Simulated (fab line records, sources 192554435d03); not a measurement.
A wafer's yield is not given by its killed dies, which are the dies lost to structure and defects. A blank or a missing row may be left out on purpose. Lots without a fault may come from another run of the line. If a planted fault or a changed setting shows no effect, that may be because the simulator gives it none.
fab line records ; flow n5-finfet
record lots=6; wafers=17; last-day=18
route steps=1938 shown STI_FIN_REVEAL@184 BEOL_M4@1111
lots with no fault: from the same line, run without faults
start-h: the number of hours between the record's first day and the start of the first shown wafer of the lot ; wait-h: hours elapsed since this lot's preceding step ; " unchanged from the row above ; L1.1+2: a single row standing in for several wafers ; - no value, or no start given ; * or withheld: withheld ; < > ~ a bound
route shown NAME@n: a module of which the file shows steps, and the number in the route of the first ; usual: average and standard deviation across the fault-free wafers ; same: alike in all rows ; chamber/n: place in a boat ; sites: per-site readings ; _std_site: their standard deviation ; _edge_site: the outer-site mean with the inner-site mean subtracted ; radius-mm: for every site, how far away it sits from the centre of the wafer ; mask NAME#n: copy n ; behind: the last tool/chamber to shape the wafer ; hold: cause of the lot's hold/its duration in hours/its outcome ; device: the transistor (n, p or np) that didn't switch ; end of line: at the end of the route, the tests of the same wafers ; a step without rows: its recipe alone ; killed: the dies lost at the first sort to structure and to defects; this is not the yield of the wafer ; map: a wafer's dies, marking killed ones x, the rest . and places with no die _
set.NAME: the setting as run; set.NAME@STEP: as run at that earlier step ; model.NAME: the simulator's own value behind a step, which no gauge read
certain route steps with their lots: each step a table, each wafer a row
services: from which hour (start-h, from the record's first day; less than 0 if before it) a tool's chamber was out of use, for how many hours, and why
## steps
# step N5_STI_FIN_REVEAL_ALD_14
# recipe material=Si3N4; target-thk-a=30; temp-c=400; ald-precursor-family=SiH2I2; ald-co-reactant=N2/H2-plasma; pressure-torr=2
# step N5_STI_FIN_REVEAL_FCVD_FILL_01
# recipe material=SiO2_flowable; target-thk-a=3120; temp-c=100; pressure-torr=0.8; rf-w=2000; time-s=512.2
# step N5_STI_FIN_REVEAL_DENSIFY_02
# recipe temp-c=650; ambient=steam; time-s=1800; idle-temp-c=400; densification-p-h2o-torr=640
# step N5_STI_FIN_REVEAL_CMP_04
# recipe stop-on=Si3N4; t-overpolish-s=4; down-force-psi=2; platen-rpm=54.18; post-cmp-clean=alkaline-brush; pad-velocity-m-s=1.078; target-thk-nm=131.83
# usual motor-current-A=7.8/0.71; overpolish-run-s=4.000/0.0097; retaining-ring-pressure-frac=1.000/0.0049; time-to-endpoint-s=101/5.4
lot.wafer;tool;chamber;start-h;wait-h;motor-current-A;overpolish-run-s;retaining-ring-pressure-frac;time-to-endpoint-s
L831.4;cmp-04;2;81.01;0.0;7.4;3.998;1.003;107
L831.2;cmp-04;0;81.01;0.0;8.9;4.007;1.001;97
L832.3;cmp-01;0;87.16;0.1;7.3;4.000;0.997;98
L832.2;cmp-01;1;87.16;0.1;8.8;4.013;0.994;94
L832.4;cmp-01;2;87.16;0.1;7.3;4.003;0.999;90
L838.3;cmp-03;2;122.63;0.1;6.8;4.020;0.997;108
L838.4;cmp-03;3;122.63;0.1;8.0;4.000;0.997;102
L838.2;cmp-03;0;122.63;0.1;8.2;3.997;0.993;104
L842.1;cmp-01;1;154.18;0.0;8.9;4.007;0.994;99
L842.2;cmp-01;0;154.18;0.0;7.3;4.000;0.998;94
L842.5;cmp-01;1;154.18;0.0;9.0;4.000;0.993;103
L843.4;cmp-01;1;154.50;0.1;8.9;4.004;1.007;97
L843.3;cmp-01;2;154.50;0.1;7.9;3.997;1.005;94
L843.2;cmp-01;3;154.50;0.1;7.6;3.998;0.998;99
L846.4;cmp-03;1;170.06;0.0;8.0;3.998;0.995;112
L846.5;cmp-03;1;170.06;0.0;7.9;3.974;0.996;111
L846.6;cmp-03;2;170.06;0.0;6.6;4.006;0.995;112
# step N5_STI_FIN_REVEAL_THK_MEAS_05
# usual thk-nm=131.7/1.2
lot.wafer;tool;chamber;start-h;wait-h;thk-nm
L831.2;film-metro-02;-;81.30;-;130.4
L831.4;film-metro-02;-;81.30;-;132.0
L832.2;film-metro-02;-;87.42;-;131.1
L832.3;film-metro-02;-;87.42;-;131.6
L832.4;film-metro-02;-;87.42;-;129.1
L838.2;film-metro-01;-;122.89;-;131.5
L838.3;film-metro-01;-;122.89;-;133.5
L838.4;film-metro-01;-;122.89;-;130.2
L842.1;film-metro-01;-;154.47;-;132.8
L842.2;film-metro-01;-;154.47;-;132.5
L842.5;film-metro-01;-;154.47;-;133.4
L843.2;film-metro-01;-;154.75;-;131.9
L843.3;film-metro-01;-;154.75;-;130.7
L843.4;film-metro-01;-;154.75;-;131.8
L846.4;film-metro-01;-;170.36;-;133.6
L846.5;film-metro-01;-;170.36;-;134.0
L846.6;film-metro-01;-;170.36;-;134.3
# step N5_STI_FIN_REVEAL_DENSIFY_30
# recipe temp-c=*; time-s=*; ambient=N2; idle-temp-c=600; ramp-up-c-per-s=150; ramp-down-c-per-s=60; cool-to-c=600
# usual lamp-power-pct=11.53/0.054; lamp_zone_7_pct=11.963/0.016; wafer_temp_C_max=*
# same time-s=*
lot.wafer;tool;chamber;start-h;wait-h;lamp-power-pct;lamp_zone_7_pct;wafer_temp_C_max
L831.2;rtp-anneal-01;0;81.51;0.2;11.50;11.942;*
L831.4;rtp-anneal-01;0;81.51;0.2;11.53;12.000;*
L832.2;rtp-anneal-01;0;87.47;0.1;11.54;11.953;*
L832.3;rtp-anneal-01;0;87.47;0.1;11.48;11.964;*
L832.4;rtp-anneal-01;0;87.47;0.1;11.57;11.955;*
L838.2;rtp-anneal-01;0;123.21;0.3;11.49;11.959;*
L838.3;rtp-anneal-01;0;123.21;0.3;11.59;11.982;*
L838.4;rtp-anneal-01;0;123.21;0.3;11.56;11.969;*
L842.1;rtp-anneal-01;0;154.75;0.3;11.53;11.961;*
L842.2;rtp-anneal-01;0;154.75;0.3;11.48;11.969;*
L842.5;rtp-anneal-01;0;154.75;0.3;11.44;11.925;*
L843.2;rtp-anneal-01;0;154.96;0.2;11.54;11.971;*
L843.3;rtp-anneal-01;0;154.96;0.2;11.53;11.938;*
L843.4;rtp-anneal-01;0;154.96;0.2;11.49;11.964;*
L846.4;rtp-anneal-01;0;174.49;4.1;11.57;11.977;*
L846.5;rtp-anneal-01;0;174.49;4.1;11.61;11.970;*
L846.6;rtp-anneal-01;0;174.49;4.1;11.53;11.952;*
# step N5_STI_FIN_REVEAL_ETCHBACK_08
# recipe chemistry=C4F6/O2; target=SiO2; target-depth-a=305; time-s=10.167; ion-energy-ev=250; pressure-mtorr=30; source-w=345; bias-w=185; Ar_flow_sccm=300; C4F6_flow_sccm=10; O2_flow_sccm=10
# usual drypump-motor-current-A=5.9/0.53; oes-product-au=0.77/0.085; rf-vpp-V=667/16; showerhead-plenum-p-Torr=2.89/0.097; throttle-valve-pct=21.13/0.17
# same time-s=10.167
lot.wafer;tool;chamber;start-h;wait-h;drypump-motor-current-A;oes-product-au;rf-hours-counter-h;rf-vpp-V;showerhead-plenum-p-Torr;throttle-valve-pct
L831.2;rie-diel-06;0;81.76;0.2;5.7;0.72;188;689;2.96;21.20
L831.4;rie-diel-06;3;81.76;0.2;5.4;0.69;233;647;2.69;21.27
L832.2;rie-diel-06;1;87.66;0.2;6.6;0.76;169;689;2.95;21.13
L832.3;rie-diel-06;3;87.66;0.2;5.4;0.69;234;646;2.69;21.29
L832.4;rie-diel-06;0;87.66;0.2;5.7;0.72;189;688;2.96;21.20
L838.2;rie-diel-06;1;123.39;0.2;6.6;0.75;182;688;2.94;21.16
L838.3;rie-diel-06;2;123.39;0.2;6.3;0.71;222;647;2.82;21.24
L838.4;rie-diel-06;0;123.39;0.2;5.7;0.72;197;689;2.95;21.23
L842.1;rie-diel-03;1;155.31;0.5;5.5;0.73;173;665;2.92;21.06
L842.2;rie-diel-03;2;155.31;0.5;5.0;0.84;64;652;2.91;21.52
L842.5;rie-diel-03;0;155.31;0.5;5.2;0.91;-;673;2.88;20.77
L843.2;rie-diel-01;2;155.40;0.4;5.2;0.86;46;669;3.01;20.97
L843.3;rie-diel-01;3;155.40;0.4;6.5;0.70;249;676;2.90;21.21
L843.4;rie-diel-01;0;155.40;0.4;6.3;0.77;104;667;2.98;20.99
L846.4;rie-diel-06;2;174.61;0.1;6.3;0.69;242;648;2.81;21.25
L846.5;rie-diel-06;0;174.61;0.1;5.7;0.70;-;688;2.94;21.23
L846.6;rie-diel-06;3;174.61;0.1;5.4;0.97;-;656;3.02;21.00
# step N5_STI_FIN_REVEAL_STRIP_24
# recipe chemistry=N2/H2; time-s=90; power-w=100; temp-c=40; pressure-mtorr=100; rf-frequency-hz=6e+07; bias-power-w=3; n2-flow-sccm=300; h2-flow-sccm=300
# usual drypump-motor-current-A=5.9/0.53; n2-flow-sccm=300.0/0.98; oes-product-au=0.77/0.083; rf-vpp-V=45.3/0.86; showerhead-plenum-p-Torr=3.43/0.13; throttle-valve-pct=12.19/0.21
# same time-s=90
lot.wafer;tool;chamber;start-h;wait-h;drypump-motor-current-A;n2-flow-sccm;oes-product-au;rf-hours-counter-h;rf-vpp-V;showerhead-plenum-p-Torr;throttle-valve-pct
L831.2;rie-diel-06;0;81.80;0.0;5.7;299.3;0.71;188;45.8;3.49;12.23
L831.4;rie-diel-06;3;81.80;0.0;5.4;301.0;0.70;233;45.2;3.19;12.42
L832.2;rie-diel-06;1;87.69;0.0;6.6;299.5;0.75;169;45.8;3.49;12.15
L832.3;rie-diel-06;3;87.69;0.0;5.4;300.2;0.69;234;43.7;3.19;12.42
L832.4;rie-diel-06;0;87.69;0.0;5.8;301.9;0.72;189;45.2;3.49;12.24
L838.2;rie-diel-06;1;123.42;0.0;6.6;300.3;0.74;182;43.9;3.49;12.18
L838.3;rie-diel-06;2;123.42;0.0;6.3;300.2;0.71;222;45.8;3.35;12.50
L838.4;rie-diel-06;0;123.42;0.0;5.8;301.9;0.72;197;44.2;3.48;12.26
L842.1;rie-diel-03;1;155.35;0.0;5.5;300.4;0.72;173;45.5;3.49;12.31
L842.2;rie-diel-03;2;155.35;0.0;5.0;299.8;0.84;64;45.0;3.44;12.44
L842.5;rie-diel-03;0;155.35;0.0;5.2;300.4;0.91;-;45.8;3.44;11.82
L843.2;rie-diel-01;2;155.44;0.0;5.2;300.9;0.85;46;45.5;3.60;11.98
L843.3;rie-diel-01;3;155.44;0.0;6.6;300.5;0.69;249;45.7;3.46;12.45
L843.4;rie-diel-01;0;155.44;0.0;6.3;299.3;0.79;104;46.1;3.53;12.00
L846.4;rie-diel-06;2;174.65;0.0;6.3;299.2;0.68;242;44.9;3.34;12.54
L846.5;rie-diel-06;0;174.65;0.0;5.7;299.1;0.71;-;45.1;3.47;12.30
L846.6;rie-diel-06;3;174.65;0.0;5.4;300.3;0.97;-;45.2;3.58;11.85
# step N5_STI_FIN_REVEAL_PRECLEAN_25
# recipe chemistry=SPM; time-s=90; temp-c=120; mix=4:1
# step N5_STI_FIN_REVEAL_PRECLEAN_26
# recipe chemistry=SC1; time-s=45; temp-c=46; mix=1:2:100
# step N5_STI_FIN_REVEAL_PRECLEAN_29
# recipe chemistry=DHF; time-s=30; temp-c=25; dilution=300:1
# step N5_STI_FIN_REVEAL_SRD_12
# recipe time-s=30; temp-c=23; rinse-liquid=diw; dry=ipa-marangoni
# step N5_STI_FIN_REVEAL_RECESS_09
# recipe chemistry=HF/NH3; target=SiO2; afs-cycles=11; target-depth-a=425; temp-c=30; sublimation-temp-c=180; sublimation-time-s=60
# usual drypump-motor-current-A=5.7/0.51
lot.wafer;tool;chamber;start-h;wait-h;drypump-motor-current-A;model.etch.depth-nm
L831.2;vapor-etch-01;1;82.01;0.0;6.2;30.69
L831.4;vapor-etch-01;0;82.01;0.0;5.1;42.26
L832.2;vapor-etch-01;0;87.91;0.0;5.1;31.08
L832.3;vapor-etch-01;1;87.91;0.0;6.2;42.78
L832.4;vapor-etch-01;0;87.91;0.0;5.1;42.78
L838.2;vapor-etch-02;0;123.64;0.0;6.3;43.23
L838.3;vapor-etch-02;0;123.64;0.0;6.3;43.23
L838.4;vapor-etch-02;1;123.64;0.0;5.5;43.23
L842.1;vapor-etch-01;1;155.57;0.0;6.2;42.62
L842.2;vapor-etch-01;0;155.57;0.0;5.1;42.62
L842.5;vapor-etch-01;1;156.63;1.1;6.2;42.62
L843.2;vapor-etch-02;0;155.68;0.0;6.3;42.25
L843.3;vapor-etch-02;0;155.68;0.0;6.3;42.25
L843.4;vapor-etch-02;1;155.68;0.0;5.5;42.25
L846.4;vapor-etch-01;0;176.45;1.6;5.0;43.19
L846.5;vapor-etch-01;0;176.45;1.6;5.1;43.19
L846.6;vapor-etch-01;0;176.45;1.6;5.0;43.19
# step N5_STI_FIN_REVEAL_STRIP_16
# recipe chemistry=H3PO4; material=SiNx; temp-c=165; target-depth-a=238; overetch-fraction=0.4964; dry=ipa-marangoni
# step N5_STI_FIN_REVEAL_PRECLEAN_17
# recipe chemistry=NF3:NH3; afs-cycles=1; temp-c=30; time-s=20; sublimation-temp-c=180; sublimation-time-s=60; pressure-torr=3; rf-power-w=30
# step N5_STI_FIN_REVEAL_ETCH_34
# recipe chemistry=H2; mode=isotropic; material=Si; target=Si; target-depth-a=9.7; temp-c=20; pressure-mtorr=4.5; icp-w=300; bias-w=0; h2-flow-sccm=7.5; he-flow-sccm=142.5
# step N5_STI_FIN_REVEAL_OXIDATION_31
# recipe chemistry=O2_PLASMA_REMOTE; temp-c=150; time-s=20; pressure-mtorr=1000; source-power-w=2000; o2-flow-sccm=3000
# step N5_STI_FIN_REVEAL_PRECLEAN_32
# recipe chemistry=NF3:NH3; afs-cycles=1; temp-c=30; time-s=20; sublimation-temp-c=180; sublimation-time-s=60; pressure-torr=3; rf-power-w=30
# step N5_STI_FIN_REVEAL_STRIP_35
# recipe chemistry=H3PO4; material=Si3N4; temp-c=165; target-depth-a=40; time-s=39
# step N5_STI_FIN_REVEAL_SRD_21
# recipe dry=ipa-marangoni; time-s=30; temp-c=23; rinse-liquid=diw
# step N5_STI_FIN_REVEAL_OXIDATION_33
# recipe chemistry=O2_PLASMA_REMOTE; temp-c=150; time-s=20; pressure-mtorr=1000; source-power-w=2000; o2-flow-sccm=3000
# usual drypump-motor-current-A=5.9/0.31; heater-power-w=151/15
# same time-s=20
lot.wafer;tool;chamber;start-h;wait-h;drypump-motor-current-A;heater-power-w;rf-hours-counter-h
L831.2;plasma-asher-01;1;84.52;0.0;5.4;143;38
L831.4;plasma-asher-01;0;84.52;0.0;6.0;168;-
L832.2;plasma-asher-02;1;90.41;0.0;5.7;132;88
L832.3;plasma-asher-02;1;90.41;0.0;5.7;132;-
L832.4;plasma-asher-02;0;90.41;0.0;6.3;156;-
L838.2;plasma-asher-01;0;126.14;0.0;6.0;171;46
L838.3;plasma-asher-01;0;126.14;0.0;6.0;170;-
L838.4;plasma-asher-01;1;126.14;0.0;5.4;143;-
L842.1;plasma-asher-02;0;158.08;0.0;6.3;155;102
L842.2;plasma-asher-02;1;158.08;0.0;5.8;133;102
L842.5;plasma-asher-02;1;158.08;0.0;5.8;132;-
L843.2;plasma-asher-01;1;158.21;0.0;5.4;140;52
L843.3;plasma-asher-01;1;158.21;0.0;5.4;144;-
L843.4;plasma-asher-01;0;158.21;0.0;6.0;174;-
L846.4;plasma-asher-02;1;178.97;0.0;5.8;132;-
L846.5;plasma-asher-02;0;178.97;0.0;6.3;160;-
L846.6;plasma-asher-02;1;178.97;0.0;5.8;125;-
# step N5_STI_FIN_REVEAL_CLEAN_19
# recipe chemistry=O3/DIW; temp-c=25; time-s=120; o3-ppm=10
# step N5_STI_FIN_REVEAL_SRD_23
# recipe dry=ipa-marangoni; time-s=30; temp-c=23; rinse-liquid=diw
# step N5_STI_FIN_REVEAL_CD_MEAS_22
# recipe target-cd-nm=6.238; pitch-nm=28; polarity=line
# usual cd-nm=6.28/0.26
lot.wafer;tool;chamber;start-h;wait-h;cd-nm
L831.2;cd-sem-01;-;84.69;0.0;6.47
L831.4;cd-sem-01;-;84.69;0.0;6.11
L832.2;cd-sem-01;-;90.58;0.0;5.44
L832.3;cd-sem-01;-;90.58;0.0;6.15
L832.4;cd-sem-01;-;90.58;0.0;6.29
L838.2;cd-sem-01;-;126.31;0.0;5.87
L838.3;cd-sem-01;-;126.31;0.0;6.39
L838.4;cd-sem-01;-;126.31;0.0;6.42
L842.1;cd-sem-02;-;158.24;0.0;6.20
L842.2;cd-sem-02;-;158.24;0.0;6.41
L842.5;cd-sem-02;-;158.24;0.0;6.36
L843.2;cd-sem-03;-;158.37;0.0;5.91
L843.3;cd-sem-03;-;158.37;0.0;6.24
L843.4;cd-sem-03;-;158.37;0.0;6.11
L846.4;cd-sem-02;-;179.12;0.0;6.45
L846.5;cd-sem-02;-;179.12;0.0;6.49
L846.6;cd-sem-02;-;179.12;0.0;6.18
# step N5_STI_FIN_REVEAL_FIN_H_MEAS_10
# usual trench-depth-nm=52.3/0.74
lot.wafer;tool;chamber;start-h;wait-h;trench-depth-nm
L831.2;ocd-02;-;84.72;0.0;39.9
L831.4;ocd-02;-;84.72;0.0;51.4
L832.2;ocd-02;-;90.61;0.0;41.6
L832.3;ocd-02;-;90.61;0.0;51.8
L832.4;ocd-02;-;90.61;0.0;52.3
L838.2;ocd-02;-;126.34;0.0;53.3
L838.3;ocd-02;-;126.34;0.0;52.4
L838.4;ocd-02;-;126.34;0.0;53.1
L842.1;ocd-01;-;158.27;0.0;52.1
L842.2;ocd-01;-;158.27;0.0;52.7
L842.5;ocd-01;-;158.27;0.0;52.2
L843.2;ocd-02;-;158.40;0.0;52.2
L843.3;ocd-02;-;158.40;0.0;51.5
L843.4;ocd-02;-;158.40;0.0;51.1
L846.4;ocd-02;-;179.15;0.0;51.7
L846.5;ocd-02;-;179.15;0.0;52.9
L846.6;ocd-02;-;179.15;0.0;51.8
# step N5_STI_FIN_REVEAL_PRECLEAN_18
# recipe chemistry=SC2; time-s=45; temp-c=35; mix=1:1:50
# step N5_BEOL_M4_RC_MEAS_101
# usual DIBL_N=35.7/1.5; DIBL_P=35.7/2; IOFF_N=0.155/0.026; IOFF_P=0.20/0.031; ION_N=675/11; ION_P=462/7.1; SS_N=71.3/0.57; SS_P=73.1/0.56; VT_N=250/3; VT_P=-251/3
lot.wafer;tool;chamber;start-h;wait-h;DIBL_N[mV/V];DIBL_P[mV/V];IOFF_N[nA/um];IOFF_P[nA/um];ION_N[uA/um];ION_P[uA/um];SS_N[mV/dec];SS_P[mV/dec];VT_N[mV];VT_P[mV]
L832.2;prober-01;0;224.79;0.2;35.0;34.1;0.126;0.16;673;459;70.8;72.6;252;-257
L832.3;prober-01;0;224.79;0.2;36.4;34.8;0.162;0.18;666;448;71.4;73.7;251;-254
L832.4;prober-01;0;224.79;0.2;36.8;35.1;0.168;0.18;688;460;71.4;72.8;249;-255
L831.2;prober-01;0;225.72;0.8;35.2;33.7;0.131;0.19;677;467;71.1;72.4;252;-248
L831.4;prober-01;0;225.72;0.8;36.8;35.0;0.141;0.21;660;453;71.5;72.8;254;-248
L838.2;prober-02;0;260.55;0.2;35.9;36.7;0.149;0.21;673;469;70.7;72.9;250;-248
L838.3;prober-02;0;260.55;0.2;36.7;37.2;0.162;0.22;669;465;70.9;72.2;248;-248
L838.4;prober-02;0;260.55;0.2;36.7;37.1;0.163;0.23;697;470;71.0;73.1;248;-248
L842.1;prober-01;0;286.03;0.0;35.8;33.9;0.141;0.20;677;461;71.3;72.9;253;-251
L842.2;prober-01;0;286.03;0.0;35.6;34.8;0.132;0.22;675;476;71.3;73.2;254;-248
L842.5;prober-01;0;286.03;0.0;35.4;34.5;0.130;0.21;662;460;71.1;73.0;254;-248
L843.2;prober-01;0;305.52;0.2;32.7;33.4;0.113;0.16;666;452;70.4;72.4;254;-254
L843.3;prober-01;0;305.52;0.2;34.7;35.0;0.136;0.18;669;454;71.8;72.3;251;-252
L843.4;prober-01;0;305.52;0.2;34.4;34.9;0.138;0.17;670;448;70.7;72.6;251;-254
L846.4;prober-02;0;320.53;0.5;37.1;38.4;0.175;0.22;669;457;71.6;73.4;249;-252
L846.5;prober-02;0;320.53;0.5;35.9;37.9;0.164;0.20;681;462;71.2;73.8;250;-252
L846.6;prober-02;0;320.53;0.5;38.2;40.2;0.214;0.26;680;464;72.1;74.0;244;-248
## services
tool;chamber;start-h;hours;kind
rie-diel-03;0;59.05;-;clean
rie-diel-03;0;59.05;-;consumable-replace:focus-ring
rie-diel-03;0;59.05;20.3;scheduled-down
rie-diel-03;0;59.05;20.3;vent-cycle
rie-diel-01;1;66.24;16.2;repair
cmp-04;-;68.62;1.5;repair
cmp-01;-;90.93;3.4;repair
rie-diel-06;0;95.43;9.2;repair
rie-diel-01;0;107.19;29.5;repair
cmp-03;-;108.34;0.2;repair
cmp-03;-;135.91;5.6;pm
rie-diel-06;3;136.50;-;clean
rie-diel-06;3;136.50;-;consumable-replace:focus-ring
rie-diel-06;3;136.50;-;consumable-replace:showerhead
rie-diel-06;3;136.50;34.7;scheduled-down
rie-diel-06;3;136.50;34.7;vent-cycle
cmp-04;-;153.99;1.2;repair
cmp-04;-;158.51;4.0;pm
cmp-04;-;162.88;7.6;repair
cmp-01;-;168.17;4.1;pm
rie-diel-06;2;169.03;5.1;repair
vapor-etch-01;1;171.79;3.4;repair
rie-diel-01;3;172.08;16.0;repair
rie-diel-01;1;175.77;9.0;repair
## key
first-sign step=N5_STI_FIN_REVEAL_FIN_H_MEAS_10; reading=trench-depth-nm; direction=down; sigmas=15; usual=52.3; struck=40.7
effect none on later readings
model-effect step=N5_STI_FIN_REVEAL_RECESS_09; value=etch.depth-nm; without=42.52; struck=30.89
met-at N5_STI_FIN_REVEAL_RECESS_09
struck-wafers L831.2,L832.2
fault kind=process-parameter-drift; tool=vapor-etch-01; chamber=-; onset-h=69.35; steps=N5_STI_FIN_REVEAL_RECESS_09; channel=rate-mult; offset=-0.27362; shape=step; end-h=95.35; scope=struck-wafers-only
